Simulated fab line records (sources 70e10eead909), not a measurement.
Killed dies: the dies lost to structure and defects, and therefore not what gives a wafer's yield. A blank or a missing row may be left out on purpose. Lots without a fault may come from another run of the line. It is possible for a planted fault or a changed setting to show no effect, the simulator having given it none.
Which tool did it? | flow nandHarc | 15 lots with 44 wafers sampled at 6 steps, on a route of 1159 steps

== WHAT THE GAUGES READ, wafer by wafer ==
NHARC_A_BONDPAD_THK_MEAS_30: measures by ellipsometry. Usual: 200.2 nm for thkNm, sd 1.7.
lot  | measured     | on           | thkNm (nm)        | flag
L189 | day 18 02:21 | filmMetro-01 | 200.5 201.2 199.2 | 
L188 | day 18 09:38 | filmMetro-02 | 199.0 201.4 199.1 | 
L192 | day 18 09:40 | filmMetro-01 | 201.4 201.6 202.9 | 
L190 | day 19 00:51 | filmMetro-02 | 200.9 201.2 200.3 | 
L194 | day 19 14:11 | filmMetro-01 | 202.2 201.9       | 
L191 | day 19 14:28 | filmMetro-01 | 197.7 196.9 198.9 | 
L201 | day 21 05:11 | filmMetro-02 | 200.2 199.7 197.7 | 
L202 | day 21 15:33 | filmMetro-01 | 202.1 202.2 199.4 | 
L200 | day 22 00:24 | filmMetro-02 | 198.9 201.3 201.6 | 
L203 | day 22 00:55 | filmMetro-01 | 200.9 199.0 202.4 | 
L205 | day 22 01:25 | filmMetro-01 | 199.0 198.8 199.3 | 
L206 | day 22 01:46 | filmMetro-01 | 200.4 199.5 201.5 | 
L208 | day 22 15:31 | filmMetro-02 | 199.2 199.5 204.7 | 
L207 | day 23 05:49 | filmMetro-01 | 201.2 203.2 200.1 | 
L210 | day 23 09:11 | filmMetro-02 | 199.3 199.8 198.1 | 

NHARC_A_BONDPAD_THK_MEAS_20: measures by xrf. Usual: 169.8 nm for thkNm, sd 1.5.
lot  | measured     | on           | thkNm (nm)        | flag
L189 | day 18 05:57 | filmMetro-02 | 169.6 171.7 169.3 | 
L188 | day 18 12:46 | filmMetro-02 | 167.2 168.2 168.7 | 
L192 | day 18 12:53 | filmMetro-01 | 169.5 169.5 171.7 | 
L190 | day 19 03:51 | filmMetro-02 | 402.5 397.5 398.6 | OFF
L194 | day 19 17:11 | filmMetro-01 | 393.0 395.3       | OFF
L191 | day 19 17:37 | filmMetro-01 | 405.6 402.8 402.9 | OFF
L201 | day 21 08:24 | filmMetro-02 | 169.2 170.3 171.3 | 
L202 | day 21 18:39 | filmMetro-01 | 166.1 170.3 169.0 | 
L200 | day 22 03:33 | filmMetro-01 | 167.2 170.9 167.6 | 
L203 | day 22 04:05 | filmMetro-02 | 172.0 168.7 168.7 | 
L205 | day 22 04:45 | filmMetro-01 | 170.6 169.5 168.1 | 
L206 | day 22 05:13 | filmMetro-01 | 169.1 171.9 169.1 | 
L208 | day 22 18:38 | filmMetro-02 | 172.7 169.7 171.7 | 
L207 | day 23 08:58 | filmMetro-02 | 170.0 168.9 168.5 | 
L210 | day 23 12:51 | filmMetro-01 | 170.8 171.3 170.0 | 

NHARC_A_BONDPAD_INSPECT_23. Usual: 453 for rawDefectCount, sd 120.
lot  | measured     | on               | rawDefectCount | flag
L189 | day 18 06:10 | defectInspect-02 | 295 337 299    | 
L188 | day 18 12:59 | defectInspect-02 | 540 408 549    | 
L192 | day 18 13:06 | defectInspect-02 | 635 527 402    | 
L190 | day 19 04:04 | defectInspect-01 | 3445 3267 3199 | OFF
L194 | day 19 17:25 | defectInspect-02 | 3306 3262      | OFF
L191 | day 19 17:52 | defectInspect-01 | 3181 3212 3145 | OFF
L201 | day 21 08:38 | defectInspect-01 | 357 364 464    | 
L202 | day 21 18:51 | defectInspect-02 | 560 563 388    | 
L200 | day 22 03:45 | defectInspect-02 | 528 628 326    | 
L203 | day 22 04:17 | defectInspect-01 | 323 426 423    | 
L205 | day 22 04:57 | defectInspect-01 | 430 394 364    | 
L206 | day 22 05:28 | defectInspect-02 | 411 387 518    | 
L208 | day 22 18:51 | defectInspect-02 | 824 747 624    | 
L207 | day 23 09:10 | defectInspect-01 | 437 466 426    | 
L210 | day 23 13:03 | defectInspect-01 | 435 588 442    | 

== WHICH TOOL RAN EACH LOT (tool, then ch and the chambers of the sampled wafers, then the start) ==
lot  | NHARC_A_BONDPAD_DESCUM_11         | NHARC_A_BONDPAD_PRE_CLEAN_26           | NHARC_A_BONDPAD_CMP_19
L189 | rieDiel-10 ch 0,1, day 18 03:08   | pvdSputter-01, day 18 05:39 or earlier | cmp-01 ch 1,2, day 18 05:39
L188 | rieDiel-07 ch 0,1,3, day 18 10:18 | pvdSputter-01, day 18 12:30 or earlier | cmp-01 ch 0,1,2, day 18 12:30
L192 | rieDiel-10 ch 0,1,2, day 18 10:28 | pvdSputter-03, day 18 12:34 or earlier | cmp-03 ch 2,3, day 18 12:34
L190 | rieDiel-10 ch 1,2,3, day 19 01:31 | pvdSputter-02, day 19 03:32 or earlier | cmp-01 ch 0,1,2, day 19 03:32
L194 | rieDiel-10 ch 0,1, day 19 14:51   | pvdSputter-03, day 19 16:56 or earlier | cmp-03 ch 1,2, day 19 16:56
L191 | rieDiel-05 ch 0,2,3, day 19 15:16 | pvdSputter-02, day 19 17:17 or earlier | cmp-02 ch 0,1,3, day 19 17:17
L201 | rieDiel-10 ch 0,3, day 21 05:59   | pvdSputter-03, day 21 08:07 or earlier | cmp-03 ch 0,1, day 21 08:07
L202 | rieDiel-10 ch 0,3, day 21 16:14   | pvdSputter-02, day 21 18:21 or earlier | cmp-01 ch 0,1, day 21 18:21
L200 | rieDiel-05 ch 0,2, day 22 01:12   | pvdSputter-01, day 22 03:13 or earlier | cmp-02 ch 0,2, day 22 03:13
L203 | rieDiel-05 ch 1,2,3, day 22 01:41 | pvdSputter-01, day 22 03:47 or earlier | cmp-01 ch 1,3, day 22 03:47
L205 | rieDiel-07 ch 0,1, day 22 02:13   | pvdSputter-01, day 22 04:25 or earlier | cmp-01 ch 0,3, day 22 04:25
L206 | rieDiel-10 ch 0,2,3, day 22 02:32 | pvdSputter-02, day 22 04:54 or earlier | cmp-01 ch 0,2, day 22 04:54
L208 | rieDiel-10 ch 0,1,3, day 22 16:19 | pvdSputter-02, day 22 18:19 or earlier | cmp-01 ch 1,2, day 22 18:19
L207 | rieDiel-05 ch 1,2,3, day 23 06:38 | pvdSputter-02, day 23 08:42 or earlier | cmp-02 ch 0,2,3, day 23 08:42
L210 | rieDiel-05 ch 0,2,3, day 23 09:53 | pvdSputter-02, day 23 12:31 or earlier | cmp-03 ch 0,1, day 23 12:31
- NHARC_A_BONDPAD_DESCUM_11: chemistry O2, time 3 s.
- NHARC_A_BONDPAD_PRE_CLEAN_26: time 30 s.
- NHARC_A_BONDPAD_CMP_19: polishes, t overpolish 30 s, cu recess touch 16 s, target thk 169.8 nm.

== AS READ BY THE TOOLS THEMSELVES (means over the sampled wafers that have a number; for cases with no such wafer, the mark the record gives instead) ==
NHARC_A_BONDPAD_DESCUM_11. Usual: drypumpMotorCurrentA 5.6 A, standard deviation 0.38; oesProductAu 1.001 a.u., standard deviation 0.012; rfVppV 57.7 V, standard deviation 1; showerheadPlenumPTorr 1.89 Torr, standard deviation 0.072; throttleValvePct 11.311 %, standard deviation 0.0092.
lot  | tool       | drypumpMotorCurrentA (A) | oesProductAu (a.u.) | rfVppV (V) | showerheadPlenumPTorr (Torr) | throttleValvePct (%) | flag
L189 | rieDiel-10 | 5.4                      | 0.997               | 57.2       | 1.86                         | 11.311               | 
L188 | rieDiel-07 | 6.0                      | 0.989               | 56.7       | 1.91                         | 11.313               | 
L192 | rieDiel-10 | 5.6                      | 1.000               | 57.7       | 1.84                         | 11.314               | 
L190 | rieDiel-10 | 5.4                      | 0.999               | 57.4       | 1.87                         | 11.319               | 
L194 | rieDiel-10 | 5.5                      | 1.002               | 57.7       | 1.88                         | 11.303               | 
L191 | rieDiel-05 | 5.7                      | 1.002               | 56.1       | 1.88                         | 11.318               | 
L201 | rieDiel-10 | 5.6                      | 0.998               | 57.9       | 1.97                         | 11.315               | 
L202 | rieDiel-10 | 5.7                      | 0.995               | 57.2       | 1.95                         | 11.314               | 
L200 | rieDiel-05 | 6.1                      | 1.011               | 57.9       | 1.85                         | 11.308               | 
L203 | rieDiel-05 | 5.7                      | 1.005               | 58.3       | 1.88                         | 11.306               | 
L205 | rieDiel-07 | 6.1                      | 0.989               | 57.8       | 1.89                         | 11.316               | 
L206 | rieDiel-10 | 5.6                      | 1.003               | 58.8       | 1.90                         | 11.308               | 
L208 | rieDiel-10 | 5.5                      | 1.006               | 57.9       | 1.92                         | 11.305               | 
L207 | rieDiel-05 | 5.7                      | 1.019               | 57.8       | 1.88                         | 11.316               | 
L210 | rieDiel-05 | 5.7                      | 1.018               | 58.4       | 1.88                         | 11.311               | 

NHARC_A_BONDPAD_PRE_CLEAN_26. Usual: 398 W for heaterPowerW, sd 22.
lot  | tool          | heaterPowerW (W) | flag
L189 | pvdSputter-01 | 395              | 
L188 | pvdSputter-01 | 379              | 
L192 | pvdSputter-03 | 402              | 
L190 | pvdSputter-02 | 392              | 
L194 | pvdSputter-03 | 390              | 
L191 | pvdSputter-02 | 398              | 
L201 | pvdSputter-03 | 413              | 
L202 | pvdSputter-02 | 399              | 
L200 | pvdSputter-01 | 378              | 
L203 | pvdSputter-01 | 393              | 
L205 | pvdSputter-01 | 413              | 
L206 | pvdSputter-02 | 399              | 
L208 | pvdSputter-02 | 391              | 
L207 | pvdSputter-02 | 399              | 
L210 | pvdSputter-02 | 381              | 

NHARC_A_BONDPAD_CMP_19. Usual: edgeZonePressureFrac 1.000, standard deviation 0.0046; motorCurrentA 11.8 A, standard deviation 1.2; overpolishRunS 30.001 s, standard deviation 0.0091.
lot  | tool   | edgeZonePressureFrac | motorCurrentA (A) | overpolishRunS (s) | flag
L189 | cmp-01 | 1.004                | 13.5              | 29.995             | 
L188 | cmp-01 | 1.001                | 13.0              | 30.007             | 
L192 | cmp-03 | 0.998                | 12.4              | 29.997             | 
L190 | cmp-01 | -                    | -                 | -                  | OFF
L194 | cmp-03 | -                    | -                 | -                  | OFF
L191 | cmp-02 | -                    | -                 | -                  | OFF
L201 | cmp-03 | 1.002                | 11.4              | 30.000             | 
L202 | cmp-01 | 0.998                | 12.5              | 30.010             | 
L200 | cmp-02 | 1.000                | 10.9              | 30.001             | 
L203 | cmp-01 | 0.999                | 11.5              | 30.006             | 
L205 | cmp-01 | 1.006                | 12.1              | 29.998             | 
L206 | cmp-01 | 0.999                | 13.5              | 29.997             | 
L208 | cmp-01 | 0.995                | 13.2              | 29.993             | 
L207 | cmp-02 | 0.998                | 10.9              | 30.002             | 
L210 | cmp-03 | 0.993                | 11.4              | 30.003             | 

== THE ANSWER, worked out from the rows above alone ==
Rule: take the mean of a lot's wafers that have a number; if it is more than 3 standard deviations from the usual mean, the lot is off. A lot without any number at a reading at which 4 lots or more have one is off too. Where the step has rows for the other lots, those lots are counted as sound. First the gauges in route order, then the tools' own readings, where a lot's mean is used as printed above. The first step at which some lot is off is used, and at that step the reading that is off furthest; a lot without a number counts as furthest.
Off: L190, L194, L191, at NHARC_A_BONDPAD_THK_MEAS_20 (thkNm).
If a tool, at a process step before that reading, ran all the lots that are off and no sound lot after the first of them, it fits. Not tried: the gauges at NHARC_A_BONDPAD_THK_MEAS_20; whatever is off there is also off at NHARC_A_BONDPAD_INSPECT_23, on other tools, and gauge error can't account for it. NHARC_A_BONDPAD_PRE_CLEAN_26 gives no start for some lots, so the hours and the order of its lots are those of NHARC_A_BONDPAD_CMP_19. Not one of the candidates tried fits.

== WHAT THE SIMULATOR HAD INSERTED ==
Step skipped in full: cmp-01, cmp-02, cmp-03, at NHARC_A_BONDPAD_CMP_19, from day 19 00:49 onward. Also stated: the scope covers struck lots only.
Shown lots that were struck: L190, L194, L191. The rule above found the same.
